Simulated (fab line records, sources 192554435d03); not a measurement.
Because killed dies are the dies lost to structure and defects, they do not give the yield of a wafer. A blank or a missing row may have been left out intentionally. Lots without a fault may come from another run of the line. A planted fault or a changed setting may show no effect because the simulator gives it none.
Chamber matching / flow n5-finfet / N5_BEOL_M14_VIA_ETCH_16 on rie-diel-05 has 4 sister chambers
The step etches SiO2 in C4F8/O2/Ar, target depth 1231.3 nm. 8 wafers are shown with their chamber, then 11 later ones without.

WAFERS, EACH WITH ITS CHAMBER
wafer=L075.4; chamber=0; drypump-motor-current-A (A)=5.6; throttle-valve-pct (%)=30.89
wafer=L081.2; chamber=0; drypump-motor-current-A (A)=5.7; throttle-valve-pct (%)=30.90
wafer=L084.4; chamber=1; drypump-motor-current-A (A)=5.2; throttle-valve-pct (%)=30.79
wafer=L084.5; chamber=3; drypump-motor-current-A (A)=5.9; throttle-valve-pct (%)=30.96
wafer=L090.1; chamber=3; drypump-motor-current-A (A)=5.9; throttle-valve-pct (%)=30.97
wafer=L090.3; chamber=2; drypump-motor-current-A (A)=5.1; throttle-valve-pct (%)=30.45
wafer=L090.4; chamber=1; drypump-motor-current-A (A)=5.2; throttle-valve-pct (%)=30.79
wafer=L092.3; chamber=2; drypump-motor-current-A (A)=5.1; throttle-valve-pct (%)=30.47

WAFERS WITH NO CHAMBER GIVEN
wafer=L092.5; drypump-motor-current-A (A)=5.9; throttle-valve-pct (%)=30.98
wafer=L092.6; drypump-motor-current-A (A)=5.1; throttle-valve-pct (%)=30.49
wafer=L094.1; drypump-motor-current-A (A)=5.2; throttle-valve-pct (%)=30.78
wafer=L094.2; drypump-motor-current-A (A)=5.6; throttle-valve-pct (%)=30.93
wafer=L094.4; drypump-motor-current-A (A)=5.2; throttle-valve-pct (%)=30.81
wafer=L097.4; drypump-motor-current-A (A)=5.7; throttle-valve-pct (%)=30.92
wafer=L097.5; drypump-motor-current-A (A)=5.2; throttle-valve-pct (%)=30.81
wafer=L097.6; drypump-motor-current-A (A)=5.9; throttle-valve-pct (%)=30.74
wafer=L096.2; drypump-motor-current-A (A)=5.6; throttle-valve-pct (%)=30.93
wafer=L096.3; drypump-motor-current-A (A)=5.9; throttle-valve-pct (%)=30.75
wafer=L096.5; drypump-motor-current-A (A)=5.9; throttle-valve-pct (%)=30.75

EACH ONE'S CHAMBER
wafer=L092.5; from the rows above=3; in truth=3
wafer=L092.6; from the rows above=2; in truth=2
wafer=L094.1; from the rows above=1; in truth=1
wafer=L094.2; from the rows above=0; in truth=0
wafer=L094.4; from the rows above=1; in truth=1
wafer=L097.4; from the rows above=0; in truth=0
wafer=L097.5; from the rows above=1; in truth=1
wafer=L097.6; from the rows above=can't be placed: 0 or 1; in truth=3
wafer=L096.2; from the rows above=0; in truth=0
wafer=L096.3; from the rows above=0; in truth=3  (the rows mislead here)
wafer=L096.5; from the rows above=0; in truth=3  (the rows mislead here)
8 of 11 placed correctly. From these rows, 1 cannot be placed; in 0 the true chamber is one of the candidates. Placed wrongly: 2.
How it was worked out, from the rows above alone: a wafer's distance from a chamber is the root of the sum, over the readings, of the square of ((its reading less the chamber's mean) divided by the reading's scatter). If the next closest chamber is less than 2 further off than the closest, the wafer can't be placed; otherwise it belongs to the closest. For every chamber, the mean is computed from those of its wafers that are shown. How the scatter is found: for the shown wafers, subtract from each reading the mean of its chamber, square and add these, divide the total by (wafers less chambers), then take the root.
